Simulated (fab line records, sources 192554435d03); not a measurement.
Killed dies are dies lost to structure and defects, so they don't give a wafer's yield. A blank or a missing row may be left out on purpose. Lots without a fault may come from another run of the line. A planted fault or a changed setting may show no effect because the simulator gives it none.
Problem report in the 8D (eight disciplines) form, filled by code | flow n5_finfet | the parts of the form that need people (team, actions taken, sign-off) are left out

1. THE PROBLEM
VT_P_LVT at N5_BEOL_M4_RC_MEAS_101 reads a mean of -134.4 mV on 6 wafers of 2 lots; wafers without a fault read -99.8 mV with a standard deviation of 2.3. That is -15 standard deviations from the usual mean.
First seen on wafer L789.1, day 12 12:49, on prober-02. The record holds 27 wafers of 9 lots with a number at this step. Rule for "out", or "out of limits": more than 4 standard deviations from the usual mean. The other wafers with a number count as sound.

2. WHAT IT IS AND WHAT IT IS NOT
question                    | is                                                                                                 | is not
which readings at this step | VT_P_LVT, IOFF_N_LONG, IOFF_P_LONG, ION_N, ION_P, SS_P, VT_N, VT_N_LONG, VT_N_LVT, VT_P, VT_P_LONG | DIBL_N, DIBL_P, IOFF_N
which lots                  | L788, L789                                                                                         | L779, L782, L784, L790, L798, L799, L800
which wafers of those lots  | all that have a number                                                                             | -
read on which gauges        | prober-01, prober-02                                                                               | -
when                        | from day 12 12:49                                                                                  | up to then (9 sound wafers); but 12 sound wafers of L790, L798, L799, L800 came after

3. SUSPECTS, AND WHAT RULES EACH OUT
Counting: a tool at a process step up to the reading stays a suspect if it ran every lot that is out and no sound lot after the first of them.
- the gauge at N5_BEOL_M4_RC_MEAS_101: ruled out. The wafers that are out were read on 2 gauges (prober-01, prober-02).
- hp_anneal-01 at N5_MOL_CONTACT_COAG_ANNEAL_112 (time 1800 s): ruled out as a lasting fault. Sound lots L790, L798, L799, L800 ran on it after its first lot that is out, L788 (day 7 17:40).
Left after counting: nothing in the record.

4. THE CAUSE (what the simulator had put in)
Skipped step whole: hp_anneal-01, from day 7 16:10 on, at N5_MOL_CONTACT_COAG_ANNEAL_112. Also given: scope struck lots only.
Counting ruled it out, wrongly: the rule takes a fault to strike every lot that its tool runs from its start on, and this one did not.

5. THE CHAIN OF EFFECTS, in route order
Each row: a reading whose mean over the struck wafers that have a number lies more than 3 standard deviations from the usual. Only readings for which the record gives a usual standard deviation are gone through. hours: the time from each lot's start at the first step in this table that gives one to its start at this step, as a median over the lots. sigmas: the change in usual standard deviations.
hours | step                    | reading          | usual          | on struck wafers | change    | sigmas
0     | N5_BEOL_M4_RC_MEAS_101  | IOFF_N_LONG      | 5.58e-05 nA/um | 7.67e-05         | +2.09e-05 | +9.9
0     | N5_BEOL_M4_RC_MEAS_101  | IOFF_P_LIN       | 0.093 nA/um    | 0.058            | -0.035    | -3.2
0     | N5_BEOL_M4_RC_MEAS_101  | IOFF_P_LONG      | 0.000102 nA/um | 0.000145         | +0.000043 | +5.3
0     | N5_BEOL_M4_RC_MEAS_101  | ION_N            | 667 uA/um      | 611              | -56       | -5.1
0     | N5_BEOL_M4_RC_MEAS_101  | ION_P            | 456 uA/um      | 386              | -70       | -9.8
0     | N5_BEOL_M4_RC_MEAS_101  | SS_N             | 71.4 mV/dec    | 74.7             | +3.2      | +5.0
0     | N5_BEOL_M4_RC_MEAS_101  | SS_P             | 73.1 mV/dec    | 80.1             | +7.0      | +11
0     | N5_BEOL_M4_RC_MEAS_101  | VT_N             | 251 mV         | 269              | +18       | +5.9
0     | N5_BEOL_M4_RC_MEAS_101  | VT_N_LONG        | 274.4 mV       | 290.2            | +15.8     | +7.5
0     | N5_BEOL_M4_RC_MEAS_101  | VT_N_LVT         | 99 mV          | 116              | +17       | +5.5
0     | N5_BEOL_M4_RC_MEAS_101  | VT_P             | -252 mV        | -285             | -33       | -10
0     | N5_BEOL_M4_RC_MEAS_101  | VT_P_LONG        | -276.3 mV      | -310.3           | -34.0     | -13
0     | N5_BEOL_M4_RC_MEAS_101  | VT_P_LVT         | -99.8 mV       | -134.4           | -34.6     | -15
102   | N5_PASSIVATION_PROBE_49 | sort_bin_8_speed | 0.02 %         | 91.40            | +91.38    | +99 or more
102   | N5_PASSIVATION_PROBE_49 | sort_n_pass      | 1079           | 0                | -1079     | -63
102   | N5_PASSIVATION_PROBE_49 | sort_yield_pct   | 91.4 %         | 0.0              | -91.4     | -65
The process steps in it:
- N5_PASSIVATION_PROBE_49
Readings that are blank on the struck wafers while sound wafers have them: pressure_atm at N5_MOL_CONTACT_COAG_ANNEAL_112; spike_tc_bottom_C at N5_MOL_CONTACT_COAG_ANNEAL_112; spike_tc_top_C at N5_MOL_CONTACT_COAG_ANNEAL_112; wafer_temp_C_max at N5_MOL_CONTACT_COAG_ANNEAL_112; zone_power_bottom_pct at N5_MOL_CONTACT_COAG_ANNEAL_112.

6. WHAT WOULD HAVE CAUGHT IT SOONER
In this record the first reading out of limits at a measuring or inspecting step was taken at day 12 12:49, 117 hours after the fault began at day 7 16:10.
At N5_MOL_CONTACT_COAG_ANNEAL_112 the tool's readings are blank on the struck wafers, where sound wafers have them: an empty tool record is the first sign, and it was there at once.
